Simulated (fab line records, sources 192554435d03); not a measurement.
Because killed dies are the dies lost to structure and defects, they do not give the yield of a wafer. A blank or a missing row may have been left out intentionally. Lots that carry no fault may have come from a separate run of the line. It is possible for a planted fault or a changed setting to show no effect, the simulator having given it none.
A lot that was struck, set against a sound lot | flow n5_finfet | 36 out of 1938 route steps
Sound: wafers L905.2, L905.3, L905.6. Wafers L897.1, L897.3, L897.5 were the ones struck. The cause is named last.
At each step with rows: each side's tool, then ch and its chambers, then its first start. Under that, the readings that differ: sound wafers | struck wafers | difference of the means | sigmas: that difference in standard deviations of wafers without a fault.
alike: a reading whose means differ by less than 2 such deviations, as well as words and numbers matching on both sides. not compared: withheld readings; readings where some wafer has no value; bounds like >300 that might hide an equal value; numbers whose values overlap and for which the record gives no deviation.
A row with sigmas, a row that says differs or no value, or rows on one side alone: a step with any of these is where the two part. Numbers that have no deviation but don't overlap get no sigmas and don't part them. A reading that every wafer of one side lacks parts them only if that side has two wafers or more.

first, 9 steps without rows for these wafers: N5_BEOL_M4_ANNEAL_95 (time 240 s); N5_BEOL_M4_SPUTTER_96 (material Cu, target thk 4.5 nm, time 8.29 s); N5_BEOL_M4_ECD_50 (material Cu, target thk 300 nm); N5_BEOL_M4_ANNEAL_51 (time 90 s); N5_BEOL_M4_CMP_52 (polishes, stops on SiOC, t overpolish 6.8 s, target thk 40 nm); N5_BEOL_M4_PRE_CLEAN_60 (time 15 s); N5_BEOL_M4_CO_CAP_55 (material Co, precursor CCTBA/H2, target thk 2 nm, time 102.1 s); N5_BEOL_M4_PRE_CLEAN_56 (time 15 s); N5_BEOL_M4_DEP_57 (deposits SiCN from 3MS/NH3, target thk 8 nm, time 14 s).
N5_BEOL_M4_RC_MEAS_101:
  sound on prober-02 ch 0, day 14 14:11; struck on prober-02 ch 0, day 11 20:39
  reading       | sound       | struck      | difference | sigmas
  ION_N (uA/um) | 703 689 680 | 642 649 656 | -42        | -3
  ION_P (uA/um) | 462 468 463 | 445 440 450 | -19        | -2
  alike: DIBL_N, DIBL_P, IOFF_N, IOFF_P, SS_N, SS_P, VT_N, VT_P
then, 24 steps without rows for these wafers: N5_BEOL_M5_ILD_DEP_00 (deposits SiCOH lowk from DEMS/porogen, target thk 140.64 nm, time 25.9 s); N5_BEOL_M5_CURE_79 (cures SiCOH lowk, time 240 s); N5_BEOL_M5_PECVD_70 (deposits SiO2 from TEOS/O2, target thk 16 nm, time 18 s); N5_BEOL_M5_HM_DEP_02 (deposits TiN, target thk 20 nm); N5_BEOL_M5_COAT_59 (time 60 s, resist thk 60 nm); N5_BEOL_M5_COAT_60 (time 60 s, resist thk 12 nm); N5_BEOL_M5_COAT_71 (time 60 s, resist thk 5 nm); N5_BEOL_M5_COAT_05 (resist thk 30 nm); N5_BEOL_M5_EBR_07; N5_BEOL_M5_SOFTBAKE_06 (time 60 s); N5_BEOL_M5_EXPOSE_08 (exposes mask M5, target cd 28 nm); N5_BEOL_M5_PEB_09 (peb time 60 s); N5_BEOL_M5_DEVELOP_10 (develop time 30 s); N5_BEOL_M5_DESCUM_16 (chemistry O2, time 7 s); N5_BEOL_M5_ETCH_72 (etches underlayer in N2/H2, target depth 6.5 nm, time 5.2 s); N5_BEOL_M5_ETCH_61 (etches SiARC in CF4, target depth 15.6 nm, time 26 s); N5_BEOL_M5_ETCH_62 (etches SOC in N2/H2, target depth 75 nm, overetch 15 nm, time 112.5 s); N5_BEOL_M5_STRIP_63 (strips in N2/H2); N5_BEOL_M5_STRIP_73 (strips in N2/H2); N5_BEOL_M5_STRIP_64 (strips in CF4); N5_BEOL_M5_HM_OPEN_17 (chemistry Cl2/BCl3, target TiN, target depth 20 nm, overetch 6 nm); N5_BEOL_M5_STRIP_19 (strips in O2); N5_BEOL_M5_COAT_65 (time 60 s, resist thk 60 nm); N5_BEOL_M5_COAT_66 (time 60 s, resist thk 12 nm).
-- here the record skips 4 days between the struck wafers' starts before and after, leaving off in module BEOL_M5 and picking up in module BEOL_M14 (first step shown: number 1751 of the route) --
N5_BEOL_M14_ETCH_68: etches SOC in N2/H2, time 450 s.
  sound on rie_diel-05 ch 0,1,3, day 17 19:46; struck on rie_diel-03 ch 1,3, day 15 11:33
  no value came back on the struck wafers for any of 7 readings (bias_w (W), chamber_pressure_mTorr (mTorr) and others); on the sound wafers bias_w (W) reads 348.3 351.8 350.8
  reading                                     | sound          | struck          | difference | sigmas
  model.coat_of_BEOL_M14_COAT_22.thk_nm (nm)  | 0 0 0          | 210.4 210 210.4 | +210.3     |
  model.SiARC_of_BEOL_M14_COAT_66.thk_nm (nm) | 64.4 63.6 64.6 | 110.6 110.6 111 | +46.5      |
  not compared: rf_hours_counter_h
N5_PASSIVATION_PROBE_49:
  sound on prober-01, day 19 06:06; struck on prober-02, day 16 14:52
  reading                  | sound          | struck         | difference | sigmas
  defect_limited_yield (%) | 92.5 90.8 90.3 | 0 0 0          | -91        | -54
  killed_at_M4_up          | 13 17 21       | 1062 1079 1028 | +1039      | +99 or more
  killed_dies              | 89 108 115     | 1180 1180 1180 | +1076      | +51
  killed_on_rim            | 12 11 11       | 152 152 152    | +141       | +31
  killed_short             | 26 32 40       | 46 47 60       | +18        | +2
  sort_bin_5_function (%)  | 3.7 5.1 4.8    | 95.8 95.8 94.6 | +90.9      | +76
  sort_n_pass              | 1091 1072 1065 | 0 0 0          | -1076      | -51
  sort_yield_pct (%)       | 92.5 90.8 90.3 | 0 0 0          | -91        | -51
  alike: killed_at_M0_to_M3, killed_at_contacts, killed_at_front_end, killed_at_other, killed_open, sort_bin_6_memory

WHERE THEY PART
Earliest at N5_BEOL_M4_RC_MEAS_101; latest, in this record, at N5_PASSIVATION_PROBE_49.

WHY: whatever the simulator had introduced
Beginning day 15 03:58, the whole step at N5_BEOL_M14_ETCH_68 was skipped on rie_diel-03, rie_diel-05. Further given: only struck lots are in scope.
